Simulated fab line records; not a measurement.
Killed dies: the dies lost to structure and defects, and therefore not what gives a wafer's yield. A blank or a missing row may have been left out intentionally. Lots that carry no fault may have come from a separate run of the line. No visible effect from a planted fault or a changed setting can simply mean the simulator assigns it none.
Which of the tools did it? :: flow n5_finfet :: 24 lots with 72 wafers sampled at 5 steps, on a route of 1938 steps

## WHAT THE GAUGES SHOWED, per wafer
N5_FIN_CUT_CD_MEAS_08 targets a cd of 29.1 nm. Usual: cd_nm 29.05 nm, standard deviation 0.24.
lot: L074
measured: day 2 02:48
on: cd_sem-01
cd_nm (nm): 28.81 29.02 29.26
flag: 

lot: L075
measured: day 2 10:48
on: cd_sem-03
cd_nm (nm): 28.68 28.99 29.30
flag: 

lot: L076
measured: day 2 14:53
on: cd_sem-03
cd_nm (nm): 29.43 29.07 28.71
flag: 

lot: L077
measured: day 2 21:14
on: cd_sem-01
cd_nm (nm): 29.07 28.68 29.35
flag: 

lot: L078
measured: day 3 02:14
on: cd_sem-03
cd_nm (nm): 28.88 28.99 28.75
flag: 

lot: L079
measured: day 3 10:31
on: cd_sem-02
cd_nm (nm): 28.75 29.21 29.17
flag: 

lot: L080
measured: day 3 16:36
on: cd_sem-02
cd_nm (nm): 29.29 28.77 28.98
flag: 

lot: L081
measured: day 3 20:58
on: cd_sem-02
cd_nm (nm): 29.38 29.03 29.50
flag: 

lot: L082
measured: day 4 03:25
on: cd_sem-02
cd_nm (nm): 28.98 28.88 29.27
flag: 

lot: L083
measured: day 4 08:50
on: cd_sem-03
cd_nm (nm): 29.26 29.26 29.02
flag: 

lot: L084
measured: day 4 14:21
on: cd_sem-03
cd_nm (nm): 29.11 28.92 29.23
flag: 

lot: L085
measured: day 4 21:54
on: cd_sem-02
cd_nm (nm): 28.85 28.72 29.10
flag: 

lot: L086
measured: day 5 06:58
on: cd_sem-02
cd_nm (nm): 29.00 29.03 28.93
flag: 

lot: L087
measured: day 5 10:46
on: cd_sem-02
cd_nm (nm): 28.76 29.47 29.45
flag: 

lot: L088
measured: day 5 15:02
on: cd_sem-03
cd_nm (nm): 29.20 28.58 28.93
flag: 

lot: L089
measured: day 5 21:35
on: cd_sem-02
cd_nm (nm): 29.38 28.91 29.28
flag: 

lot: L090
measured: day 6 02:22
on: cd_sem-03
cd_nm (nm): 28.98 28.96 28.82
flag: 

lot: L091
measured: day 6 08:16
on: cd_sem-03
cd_nm (nm): 29.31 29.10 29.40
flag: 

lot: L092
measured: day 6 14:48
on: cd_sem-02
cd_nm (nm): 28.97 28.70 28.83
flag: 

lot: L093
measured: day 6 21:53
on: cd_sem-01
cd_nm (nm): 28.70 29.07 28.54
flag: 

lot: L094
measured: day 7 03:38
on: cd_sem-01
cd_nm (nm): 29.33 29.39 29.28
flag: 

lot: L095
measured: day 7 10:19
on: cd_sem-03
cd_nm (nm): 28.88 28.85 29.32
flag: 

lot: L096
measured: day 7 16:29
on: cd_sem-03
cd_nm (nm): 29.23 29.14 29.19
flag: 

lot: L097
measured: day 7 22:16
on: cd_sem-03
cd_nm (nm): 28.97 29.04 29.03
flag: 

N5_DUMMY_GATE_INSPECT_17: inspects for defects (brightfield). Usual: raw_defect_count 189, standard deviation 50.
lot: L074
measured: day 3 00:20
on: defect_inspect-01
raw_defect_count: 221 165 191
flag: 

lot: L075
measured: day 3 09:40
on: defect_inspect-01
raw_defect_count: 156 210 142
flag: 

lot: L076
measured: day 3 09:42
on: defect_inspect-02
raw_defect_count: 300 216 168
flag: 

lot: L077
measured: day 3 21:14
on: defect_inspect-02
raw_defect_count: 235 151 214
flag: 

lot: L078
measured: day 3 21:16
on: defect_inspect-01
raw_defect_count: 142 156 180
flag: 

lot: L079
measured: day 4 06:58
on: defect_inspect-01
raw_defect_count: 135 184 123
flag: 

lot: L080
measured: day 4 18:59
on: defect_inspect-02
raw_defect_count: 202 242 203
flag: 

lot: L081
measured: day 4 15:38
on: defect_inspect-02
raw_defect_count: 215 225 170
flag: 

lot: L082
measured: day 4 23:34
on: defect_inspect-01
raw_defect_count: 186 193 95
flag: 

lot: L083
measured: day 5 05:20
on: defect_inspect-02
raw_defect_count: 133 250 161
flag: 

lot: L084
measured: day 5 13:19
on: defect_inspect-02
raw_defect_count: 180 228 192
flag: 

lot: L085
measured: day 5 20:05
on: defect_inspect-02
raw_defect_count: 188 165 178
flag: 

lot: L086
measured: day 6 04:50
on: defect_inspect-01
raw_defect_count: 202 129 198
flag: 

lot: L087
measured: day 6 08:19
on: defect_inspect-02
raw_defect_count: 221 217 195
flag: 

lot: L088
measured: day 6 11:53
on: defect_inspect-01
raw_defect_count: 292 244 149
flag: 

lot: L089
measured: day 6 16:31
on: defect_inspect-02
raw_defect_count: 282 271 196
flag: 

lot: L090
measured: day 6 21:46
on: defect_inspect-01
raw_defect_count: 242 243 228
flag: 

lot: L091
measured: day 7 02:56
on: defect_inspect-02
raw_defect_count: 211 175 176
flag: 

lot: L092
measured: day 7 10:27
on: defect_inspect-01
raw_defect_count: 126 137 171
flag: 

lot: L093
measured: day 7 16:36
on: defect_inspect-01
raw_defect_count: 141 277 202
flag: 

lot: L094
measured: day 7 22:54
on: defect_inspect-01
raw_defect_count: 218 206 130
flag: 

lot: L095
measured: day 8 05:11
on: defect_inspect-02
raw_defect_count: 273 223 238
flag: 

lot: L096
measured: day 8 13:37
on: defect_inspect-01
raw_defect_count: 105 135 97
flag: 

lot: L097
measured: day 8 16:50
on: defect_inspect-01
raw_defect_count: 112 129 86
flag: 

## WHAT TOOL EACH LOT RAN ON (gives the tool, then ch and the chambers of the sampled wafers, and finally the start)
lot: L074
N5_FIN_CUT_STRIP_24: rie_diel-06 ch 0,2, day 2 03:28
N5_FIN_CUT_CUT_ETCH_28: rie_si-04 ch 2,3, day 2 03:43
N5_STI_FIN_REVEAL_RECESS_09: vapor_etch-02 ch 0,1, day 2 11:02

lot: L075
N5_FIN_CUT_STRIP_24: rie_diel-03 ch 0,3, day 2 11:20
N5_FIN_CUT_CUT_ETCH_28: rie_si-02 ch 0,3, day 2 11:37
N5_STI_FIN_REVEAL_RECESS_09: vapor_etch-01 ch 0,1, day 2 18:54

lot: L076
N5_FIN_CUT_STRIP_24: rie_diel-06 ch 0,1,2, day 2 15:25
N5_FIN_CUT_CUT_ETCH_28: rie_si-03 ch 0,2,3, day 2 15:41
N5_STI_FIN_REVEAL_RECESS_09: vapor_etch-02 ch 0,1, day 2 22:13

lot: L077
N5_FIN_CUT_STRIP_24: rie_diel-06 ch 1,2,3, day 2 22:08
N5_FIN_CUT_CUT_ETCH_28: rie_si-02 ch 0,2,3, day 2 22:44
N5_STI_FIN_REVEAL_RECESS_09: vapor_etch-01 ch 0,1, day 3 05:19

lot: L078
N5_FIN_CUT_STRIP_24: rie_diel-03 ch 1,2, day 3 02:46
N5_FIN_CUT_CUT_ETCH_28: rie_si-04 ch 1,2,3, day 3 03:02
N5_STI_FIN_REVEAL_RECESS_09: vapor_etch-01 ch 0,1, day 3 09:23

lot: L079
N5_FIN_CUT_STRIP_24: rie_diel-06 ch 0,1,3, day 3 11:04
N5_FIN_CUT_CUT_ETCH_28: rie_si-03 ch 0,1,3, day 3 11:19
N5_STI_FIN_REVEAL_RECESS_09: vapor_etch-01 ch 0,1, day 3 17:37

lot: L080
N5_FIN_CUT_STRIP_24: rie_diel-04 ch 0,1,2, day 3 17:16
N5_FIN_CUT_CUT_ETCH_28: rie_si-03 ch 1,3, day 3 17:32
N5_STI_FIN_REVEAL_RECESS_09: vapor_etch-01 ch 0,1, day 4 00:19

lot: L081
N5_FIN_CUT_STRIP_24: rie_diel-04 ch 0,2,3, day 3 21:30
N5_FIN_CUT_CUT_ETCH_28: rie_si-03 ch 1,2,3, day 3 21:46
N5_STI_FIN_REVEAL_RECESS_09: vapor_etch-02 ch 0,1, day 4 04:13

lot: L082
N5_FIN_CUT_STRIP_24: rie_diel-03 ch 2,3, day 4 03:57
N5_FIN_CUT_CUT_ETCH_28: rie_si-02 ch 0,1,2, day 4 04:13
N5_STI_FIN_REVEAL_RECESS_09: vapor_etch-02 ch 0,1, day 4 10:36

lot: L083
N5_FIN_CUT_STRIP_24: rie_diel-04 ch 0,1,3, day 4 09:23
N5_FIN_CUT_CUT_ETCH_28: rie_si-02 ch 0,2, day 4 09:39
N5_STI_FIN_REVEAL_RECESS_09: vapor_etch-01 ch 0,1, day 4 15:52

lot: L084
N5_FIN_CUT_STRIP_24: rie_diel-03 ch 0,1, day 4 14:53
N5_FIN_CUT_CUT_ETCH_28: rie_si-03 ch 2,3, day 4 15:10
N5_STI_FIN_REVEAL_RECESS_09: vapor_etch-02 ch 0,1, day 4 21:24

lot: L085
N5_FIN_CUT_STRIP_24: rie_diel-03 ch 0,1,2, day 4 22:26
N5_FIN_CUT_CUT_ETCH_28: rie_si-02 ch 0,1,2, day 4 22:43
N5_STI_FIN_REVEAL_RECESS_09: vapor_etch-01 ch 0,1, day 5 06:35

lot: L086
N5_FIN_CUT_STRIP_24: rie_diel-03 ch 1,2, day 5 07:30
N5_FIN_CUT_CUT_ETCH_28: rie_si-02 ch 0,1,2, day 5 07:46
N5_STI_FIN_REVEAL_RECESS_09: vapor_etch-02 ch 0,1, day 5 14:23

lot: L087
N5_FIN_CUT_STRIP_24: rie_diel-03 ch 1,2, day 5 11:18
N5_FIN_CUT_CUT_ETCH_28: rie_si-02 ch 1,2,3, day 5 11:34
N5_STI_FIN_REVEAL_RECESS_09: vapor_etch-01 ch 0,1, day 5 18:42

lot: L088
N5_FIN_CUT_STRIP_24: rie_diel-06 ch 1,2, day 5 15:34
N5_FIN_CUT_CUT_ETCH_28: rie_si-03 ch 1,2,3, day 5 15:50
N5_STI_FIN_REVEAL_RECESS_09: vapor_etch-01 ch 0,1, day 5 22:20

lot: L089
N5_FIN_CUT_STRIP_24: rie_diel-06 ch 0,3, day 5 22:07
N5_FIN_CUT_CUT_ETCH_28: rie_si-03 ch 0,1,2, day 5 22:23
N5_STI_FIN_REVEAL_RECESS_09: vapor_etch-01 ch 0,1, day 6 04:49

lot: L090
N5_FIN_CUT_STRIP_24: rie_diel-04 ch 0,2,3, day 6 02:54
N5_FIN_CUT_CUT_ETCH_28: rie_si-04 ch 0,1,3, day 6 03:10
N5_STI_FIN_REVEAL_RECESS_09: vapor_etch-01 ch 0,1, day 6 09:35

lot: L091
N5_FIN_CUT_STRIP_24: rie_diel-04 ch 1,2,3, day 6 08:48
N5_FIN_CUT_CUT_ETCH_28: rie_si-03 ch 1,2,3, day 6 09:04
N5_STI_FIN_REVEAL_RECESS_09: vapor_etch-02 ch 0,1, day 6 15:19

lot: L092
N5_FIN_CUT_STRIP_24: rie_diel-03 ch 1,2, day 6 15:21
N5_FIN_CUT_CUT_ETCH_28: rie_si-02 ch 0,3, day 6 15:41
N5_STI_FIN_REVEAL_RECESS_09: vapor_etch-01 ch 0,1, day 6 22:31

lot: L093
N5_FIN_CUT_STRIP_24: rie_diel-06 ch 0,2,3, day 6 22:26
N5_FIN_CUT_CUT_ETCH_28: rie_si-02 ch 0,2,3, day 6 22:41
N5_STI_FIN_REVEAL_RECESS_09: vapor_etch-01 ch 0,1, day 7 05:42

lot: L094
N5_FIN_CUT_STRIP_24: rie_diel-04 ch 0,1, day 7 04:10
N5_FIN_CUT_CUT_ETCH_28: rie_si-02 ch 1,2,3, day 7 04:26
N5_STI_FIN_REVEAL_RECESS_09: vapor_etch-01 ch 0,1, day 7 11:23

lot: L095
N5_FIN_CUT_STRIP_24: rie_diel-06 ch 2,3, day 7 10:58
N5_FIN_CUT_CUT_ETCH_28: rie_si-04 ch 0,2, day 7 11:14
N5_STI_FIN_REVEAL_RECESS_09: vapor_etch-01 ch 0, day 7 17:35

lot: L096
N5_FIN_CUT_STRIP_24: rie_diel-04 ch 1,2,3, day 7 17:01
N5_FIN_CUT_CUT_ETCH_28: rie_si-02 ch 0,1,2, day 7 17:17
N5_STI_FIN_REVEAL_RECESS_09: vapor_etch-01 ch 0,1, day 7 23:32

lot: L097
N5_FIN_CUT_STRIP_24: rie_diel-04 ch 0,1,2, day 7 22:49
N5_FIN_CUT_CUT_ETCH_28: rie_si-03 ch 0,3, day 7 23:05
N5_STI_FIN_REVEAL_RECESS_09: vapor_etch-01 ch 0,1, day 8 05:21
- N5_FIN_CUT_STRIP_24: strips in CF4.
- N5_FIN_CUT_CUT_ETCH_28: etches Si in HBr/Cl2/O2, target depth 6 nm, time 2.4 s.
- N5_STI_FIN_REVEAL_RECESS_09: chemistry HF/NH3, target SiO2, afs cycles 11, target depth 42.5 nm, sublimation time 60 s.

## AS READ BY THE TOOLS THEMSELVES (means over the sampled wafers that have a number; for cases with no such wafer, the mark the record gives instead)
N5_FIN_CUT_STRIP_24. Usual: drypump_motor_current_A 5.7 A, standard deviation 0.58; oes_product_au 0.76 a.u., standard deviation 0.094; rf_vpp_V 271.4 V, standard deviation 1.6; showerhead_plenum_p_Torr 1.80 Torr, standard deviation 0.06; throttle_valve_pct 13.57 %, standard deviation 0.23.
lot: L074
tool: rie_diel-06
drypump_motor_current_A (A): 5.6
oes_product_au (a.u.): 0.69
rf_vpp_V (V): 271.7
showerhead_plenum_p_Torr (Torr): 1.80
throttle_valve_pct (%): 13.62
flag: 

lot: L075
tool: rie_diel-03
drypump_motor_current_A (A): 6.0
oes_product_au (a.u.): 0.68
rf_vpp_V (V): 269.4
showerhead_plenum_p_Torr (Torr): 1.71
throttle_valve_pct (%): 13.77
flag: 

lot: L076
tool: rie_diel-06
drypump_motor_current_A (A): 6.0
oes_product_au (a.u.): 0.69
rf_vpp_V (V): 272.1
showerhead_plenum_p_Torr (Torr): 1.83
throttle_valve_pct (%): 13.68
flag: 

lot: L077
tool: rie_diel-06
drypump_motor_current_A (A): 6.1
oes_product_au (a.u.): 0.74
rf_vpp_V (V): 272.5
showerhead_plenum_p_Torr (Torr): 1.82
throttle_valve_pct (%): 13.59
flag: 

lot: L078
tool: rie_diel-03
drypump_motor_current_A (A): 5.2
oes_product_au (a.u.): 0.74
rf_vpp_V (V): 271.3
showerhead_plenum_p_Torr (Torr): 1.77
throttle_valve_pct (%): 13.71
flag: 

lot: L079
tool: rie_diel-06
drypump_motor_current_A (A): 6.3
oes_product_au (a.u.): 0.73
rf_vpp_V (V): 271.9
showerhead_plenum_p_Torr (Torr): 1.83
throttle_valve_pct (%): 13.63
flag: 

lot: L080
tool: rie_diel-04
drypump_motor_current_A (A): 5.5
oes_product_au (a.u.): 0.79
rf_vpp_V (V): 271.1
showerhead_plenum_p_Torr (Torr): 1.79
throttle_valve_pct (%): 13.56
flag: 

lot: L081
tool: rie_diel-04
drypump_motor_current_A (A): 5.8
oes_product_au (a.u.): 0.78
rf_vpp_V (V): 271.2
showerhead_plenum_p_Torr (Torr): 1.78
throttle_valve_pct (%): 13.65
flag: 

lot: L082
tool: rie_diel-03
drypump_motor_current_A (A): 5.5
oes_product_au (a.u.): 0.71
rf_vpp_V (V): 269.1
showerhead_plenum_p_Torr (Torr): 1.72
throttle_valve_pct (%): 13.83
flag: 

lot: L083
tool: rie_diel-04
drypump_motor_current_A (A): 5.5
oes_product_au (a.u.): 0.77
rf_vpp_V (V): 272.0
showerhead_plenum_p_Torr (Torr): 1.83
throttle_valve_pct (%): 13.52
flag: 

lot: L084
tool: rie_diel-03
drypump_motor_current_A (A): 5.6
oes_product_au (a.u.): 0.74
rf_vpp_V (V): 271.6
showerhead_plenum_p_Torr (Torr): 1.81
throttle_valve_pct (%): 13.65
flag: 

lot: L085
tool: rie_diel-03
drypump_motor_current_A (A): 5.5
oes_product_au (a.u.): 0.72
rf_vpp_V (V): 270.0
showerhead_plenum_p_Torr (Torr): 1.76
throttle_valve_pct (%): 13.71
flag: 

lot: L086
tool: rie_diel-03
drypump_motor_current_A (A): 5.3
oes_product_au (a.u.): 0.75
rf_vpp_V (V): 271.5
showerhead_plenum_p_Torr (Torr): 1.82
throttle_valve_pct (%): 13.68
flag: 

lot: L087
tool: rie_diel-03
drypump_motor_current_A (A): 5.3
oes_product_au (a.u.): 0.74
rf_vpp_V (V): 271.1
showerhead_plenum_p_Torr (Torr): 1.82
throttle_valve_pct (%): 13.69
flag: 

lot: L088
tool: rie_diel-06
drypump_motor_current_A (A): 5.9
oes_product_au (a.u.): 0.69
rf_vpp_V (V): 271.0
showerhead_plenum_p_Torr (Torr): 1.80
throttle_valve_pct (%): 13.68
flag: 

lot: L089
tool: rie_diel-06
drypump_motor_current_A (A): 5.9
oes_product_au (a.u.): 0.90
rf_vpp_V (V): 272.6
showerhead_plenum_p_Torr (Torr): 1.82
throttle_valve_pct (%): 13.26
flag: 

lot: L090
tool: rie_diel-04
drypump_motor_current_A (A): 5.8
oes_product_au (a.u.): 0.92
rf_vpp_V (V): 273.3
showerhead_plenum_p_Torr (Torr): 1.85
throttle_valve_pct (%): 13.30
flag: 

lot: L091
tool: rie_diel-04
drypump_motor_current_A (A): 5.2
oes_product_au (a.u.): 0.85
rf_vpp_V (V): 272.5
showerhead_plenum_p_Torr (Torr): 1.85
throttle_valve_pct (%): 13.25
flag: 

lot: L092
tool: rie_diel-03
drypump_motor_current_A (A): 5.3
oes_product_au (a.u.): 0.74
rf_vpp_V (V): 271.2
showerhead_plenum_p_Torr (Torr): 1.81
throttle_valve_pct (%): 13.71
flag: 

lot: L093
tool: rie_diel-06
drypump_motor_current_A (A): 5.8
oes_product_au (a.u.): 0.88
rf_vpp_V (V): 270.4
showerhead_plenum_p_Torr (Torr): 1.80
throttle_valve_pct (%): 13.23
flag: 

lot: L094
tool: rie_diel-04
drypump_motor_current_A (A): 5.2
oes_product_au (a.u.): 0.75
rf_vpp_V (V): 271.8
showerhead_plenum_p_Torr (Torr): 1.83
throttle_valve_pct (%): 13.48
flag: 

lot: L095
tool: rie_diel-06
drypump_motor_current_A (A): 5.8
oes_product_au (a.u.): 0.82
rf_vpp_V (V): 270.6
showerhead_plenum_p_Torr (Torr): 1.79
throttle_valve_pct (%): 13.35
flag: 

lot: L096
tool: rie_diel-04
drypump_motor_current_A (A): 5.2
oes_product_au (a.u.): 0.82
rf_vpp_V (V): 272.1
showerhead_plenum_p_Torr (Torr): 1.85
throttle_valve_pct (%): 13.29
flag: 

lot: L097
tool: rie_diel-04
drypump_motor_current_A (A): 5.5
oes_product_au (a.u.): 0.81
rf_vpp_V (V): 272.7
showerhead_plenum_p_Torr (Torr): 1.85
throttle_valve_pct (%): 13.43
flag: 

N5_FIN_CUT_CUT_ETCH_28. Usual: drypump_motor_current_A 5.8 A, standard deviation 0.42; oes_product_au 1.008 a.u., standard deviation 0.0097; throttle_valve_pct 37.2 %, standard deviation 0.4.
lot: L074
tool: rie_si-04
drypump_motor_current_A (A): 6.0
oes_product_au (a.u.): 1.030
throttle_valve_pct (%): 37.4
flag: 

lot: L075
tool: rie_si-02
drypump_motor_current_A (A): 6.3
oes_product_au (a.u.): 1.004
throttle_valve_pct (%): 37.0
flag: 

lot: L076
tool: rie_si-03
drypump_motor_current_A (A): 5.6
oes_product_au (a.u.): 1.007
throttle_valve_pct (%): 37.1
flag: 

lot: L077
tool: rie_si-02
drypump_motor_current_A (A): 6.3
oes_product_au (a.u.): 1.008
throttle_valve_pct (%): 37.0
flag: 

lot: L078
tool: rie_si-04
drypump_motor_current_A (A): 5.7
oes_product_au (a.u.): 1.019
throttle_valve_pct (%): 37.4
flag: 

lot: L079
tool: rie_si-03
drypump_motor_current_A (A): 5.5
oes_product_au (a.u.): 1.014
throttle_valve_pct (%): 37.0
flag: 

lot: L080
tool: rie_si-03
drypump_motor_current_A (A): 5.6
oes_product_au (a.u.): 1.014
throttle_valve_pct (%): 37.4
flag: 

lot: L081
tool: rie_si-03
drypump_motor_current_A (A): 5.7
oes_product_au (a.u.): 1.007
throttle_valve_pct (%): 37.5
flag: 

lot: L082
tool: rie_si-02
drypump_motor_current_A (A): 5.8
oes_product_au (a.u.): 1.010
throttle_valve_pct (%): 37.1
flag: 

lot: L083
tool: rie_si-02
drypump_motor_current_A (A): 6.1
oes_product_au (a.u.): 1.008
throttle_valve_pct (%): 36.9
flag: 

lot: L084
tool: rie_si-03
drypump_motor_current_A (A): 5.8
oes_product_au (a.u.): 1.010
throttle_valve_pct (%): 37.5
flag: 

lot: L085
tool: rie_si-02
drypump_motor_current_A (A): 5.8
oes_product_au (a.u.): 1.011
throttle_valve_pct (%): 37.1
flag: 

lot: L086
tool: rie_si-02
drypump_motor_current_A (A): 5.8
oes_product_au (a.u.): 1.009
throttle_valve_pct (%): 37.1
flag: 

lot: L087
tool: rie_si-02
drypump_motor_current_A (A): 5.9
oes_product_au (a.u.): 1.011
throttle_valve_pct (%): 37.2
flag: 

lot: L088
tool: rie_si-03
drypump_motor_current_A (A): 5.7
oes_product_au (a.u.): 1.006
throttle_valve_pct (%): 37.5
flag: 

lot: L089
tool: rie_si-03
drypump_motor_current_A (A): 5.7
oes_product_au (a.u.): 1.008
throttle_valve_pct (%): 37.3
flag: 

lot: L090
tool: rie_si-04
drypump_motor_current_A (A): 5.7
oes_product_au (a.u.): 0.993
throttle_valve_pct (%): 37.4
flag: 

lot: L091
tool: rie_si-03
drypump_motor_current_A (A): 5.7
oes_product_au (a.u.): 1.007
throttle_valve_pct (%): 37.5
flag: 

lot: L092
tool: rie_si-02
drypump_motor_current_A (A): 6.4
oes_product_au (a.u.): 1.004
throttle_valve_pct (%): 37.0
flag: 

lot: L093
tool: rie_si-02
drypump_motor_current_A (A): 6.3
oes_product_au (a.u.): 1.006
throttle_valve_pct (%): 37.0
flag: 

lot: L094
tool: rie_si-02
drypump_motor_current_A (A): 5.9
oes_product_au (a.u.): 1.008
throttle_valve_pct (%): 37.3
flag: 

lot: L095
tool: rie_si-04
drypump_motor_current_A (A): 6.0
oes_product_au (a.u.): 0.985
throttle_valve_pct (%): 37.5
flag: 

lot: L096
tool: rie_si-02
drypump_motor_current_A (A): 5.8
oes_product_au (a.u.): 1.005
throttle_valve_pct (%): 37.1
flag: 

lot: L097
tool: rie_si-03
drypump_motor_current_A (A): 5.5
oes_product_au (a.u.): 1.013
throttle_valve_pct (%): 36.7
flag: 

N5_STI_FIN_REVEAL_RECESS_09. Usual: drypump_motor_current_A 6.05 A, standard deviation 0.19.
lot: L074
tool: vapor_etch-02
drypump_motor_current_A (A): 6.28
flag: 

lot: L075
tool: vapor_etch-01
drypump_motor_current_A (A): 6.01
flag: 

lot: L076
tool: vapor_etch-02
drypump_motor_current_A (A): 6.31
flag: 

lot: L077
tool: vapor_etch-01
drypump_motor_current_A (A): 6.00
flag: 

lot: L078
tool: vapor_etch-01
drypump_motor_current_A (A): 6.00
flag: 

lot: L079
tool: vapor_etch-01
drypump_motor_current_A (A): 6.01
flag: 

lot: L080
tool: vapor_etch-01
drypump_motor_current_A (A): 5.99
flag: 

lot: L081
tool: vapor_etch-02
drypump_motor_current_A (A): 6.30
flag: 

lot: L082
tool: vapor_etch-02
drypump_motor_current_A (A): 6.24
flag: 

lot: L083
tool: vapor_etch-01
drypump_motor_current_A (A): 6.00
flag: 

lot: L084
tool: vapor_etch-02
drypump_motor_current_A (A): 6.27
flag: 

lot: L085
tool: vapor_etch-01
drypump_motor_current_A (A): 6.00
flag: 

lot: L086
tool: vapor_etch-02
drypump_motor_current_A (A): 6.28
flag: 

lot: L087
tool: vapor_etch-01
drypump_motor_current_A (A): 5.92
flag: 

lot: L088
tool: vapor_etch-01
drypump_motor_current_A (A): 5.90
flag: 

lot: L089
tool: vapor_etch-01
drypump_motor_current_A (A): 5.93
flag: 

lot: L090
tool: vapor_etch-01
drypump_motor_current_A (A): 5.90
flag: 

lot: L091
tool: vapor_etch-02
drypump_motor_current_A (A): 6.29
flag: 

lot: L092
tool: vapor_etch-01
drypump_motor_current_A (A): 6.00
flag: 

lot: L093
tool: vapor_etch-01
drypump_motor_current_A (A): 5.99
flag: 

lot: L094
tool: vapor_etch-01
drypump_motor_current_A (A): 5.92
flag: 

lot: L095
tool: vapor_etch-01
drypump_motor_current_A (A): 6.10
flag: 

lot: L096
tool: vapor_etch-01
drypump_motor_current_A (A): 5.91
flag: 

lot: L097
tool: vapor_etch-01
drypump_motor_current_A (A): 6.00
flag: 

## THE ANSWER, worked out from the rows above alone
Rule: a lot counts as off when the mean over its wafers that have a number is more than 3 standard deviations away from the usual mean. Also off: a lot with no number at a reading for which 4 or more lots have one. The other lots that the step has rows for count as sound. First the gauges in route order, then the tools' own readings, where a lot's mean is used as printed above. At the first step where some lot is off, the reading lying furthest off is the one used; lots without a number count as furthest.
Across all readings shown, no lot is off: no conclusion can be drawn from this.

## WHAT WAS PUT IN BY THE SIMULATOR
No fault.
